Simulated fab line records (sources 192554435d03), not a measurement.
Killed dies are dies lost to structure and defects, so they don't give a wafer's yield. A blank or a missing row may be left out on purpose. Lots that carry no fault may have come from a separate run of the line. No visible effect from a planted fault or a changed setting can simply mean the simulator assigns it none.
Matching of chambers | flow n5-finfet | 4 sister chambers for N5_SD_EPI_P_ETCHBACK_46 on rie-diel-02
The step etches SiNx in CH3F/O2, stops on SiO2, target depth 17.5 nm. 16 wafers are shown with their chamber, then 8 later ones without.

== EACH WAFER AND ITS CHAMBER ==
wafer  | chamber | throttle-valve-pct (%) | showerhead-plenum-p-Torr (Torr) | rf-vpp-V (V)
L076.1 | 1       | 15.97                  | 1.95                            | 286
L076.3 | 3       | 16.80                  | 1.95                            | 304
L076.6 | 1       | 15.96                  | 1.95                            | 285
L077.1 | 0       | 16.67                  | 2.00                            | 289
L077.3 | 2       | 16.09                  | 1.97                            | 302
L077.5 | 3       | 16.80                  | 1.95                            | 302
L084.1 | 0       | 16.70                  | 2.00                            | 290
L084.3 | 2       | 16.10                  | 1.97                            | 302
L084.4 | 1       | 15.99                  | 1.95                            | 285
L086.1 | 2       | 16.12                  | 1.97                            | 301
L086.2 | 3       | 16.83                  | 1.94                            | 303
L086.5 | 2       | 16.13                  | 1.97                            | 302
L088.2 | 2       | 16.12                  | 1.97                            | 302
L088.3 | 1       | 16.02                  | 1.95                            | 286
L088.5 | 2       | 16.11                  | 1.97                            | 303
L089.2 | 0       | 16.72                  | 2.00                            | 290

SIGNATURES (averages over the wafers above)
reading                  | chamber 0 | chamber 1 | chamber 2 | chamber 3 | scatter within a chamber
throttle-valve-pct       | 16.6967   | 15.9850   | 16.1117   | 16.8100   | 0.0205
showerhead-plenum-p-Torr | 2.0000    | 1.9500    | 1.9700    | 1.9467    | 0.00236
rf-vpp-V                 | 289.67    | 285.50    | 302.00    | 303.00    | 0.687
Rule: a wafer's distance from a chamber is the root of the sum, over the readings, of the square of ((its reading less the chamber's mean) divided by the reading's scatter). The wafer belongs to the nearest chamber; if the next one is less than 2 further off, it can't be placed. How the scatter is found: for the shown wafers, subtract from each reading the mean of its chamber, square and add these, divide the total by (wafers less chambers), then take the root.

== WAFERS WHOSE CHAMBER IS MISSING ==
wafer  | throttle-valve-pct (%) | showerhead-plenum-p-Torr (Torr) | rf-vpp-V (V)
L089.4 | 16.82                  | 1.94                            | 301
L089.6 | 16.82                  | 1.94                            | 305
L091.2 | 16.13                  | 1.97                            | 301
L091.4 | 16.82                  | 1.94                            | 304
L091.6 | 16.72                  | 1.99                            | 290
L096.1 | 16.15                  | 1.96                            | 302
L096.2 | 16.04                  | 1.94                            | 285
L096.3 | 16.72                  | 1.99                            | 291

== THE CHAMBER EACH PASSED THROUGH ==
wafer  | from the rows above | in truth
L089.4 | 3                   | 3
L089.6 | 3                   | 3
L091.2 | 2                   | 2
L091.4 | 3                   | 3
L091.6 | 0                   | 0
L096.1 | 2                   | 2
L096.2 | 1                   | 1
L096.3 | 0                   | 0
Correct placement for 8 of the 8. From these rows, 0 cannot be placed. Wrongly placed: 0.
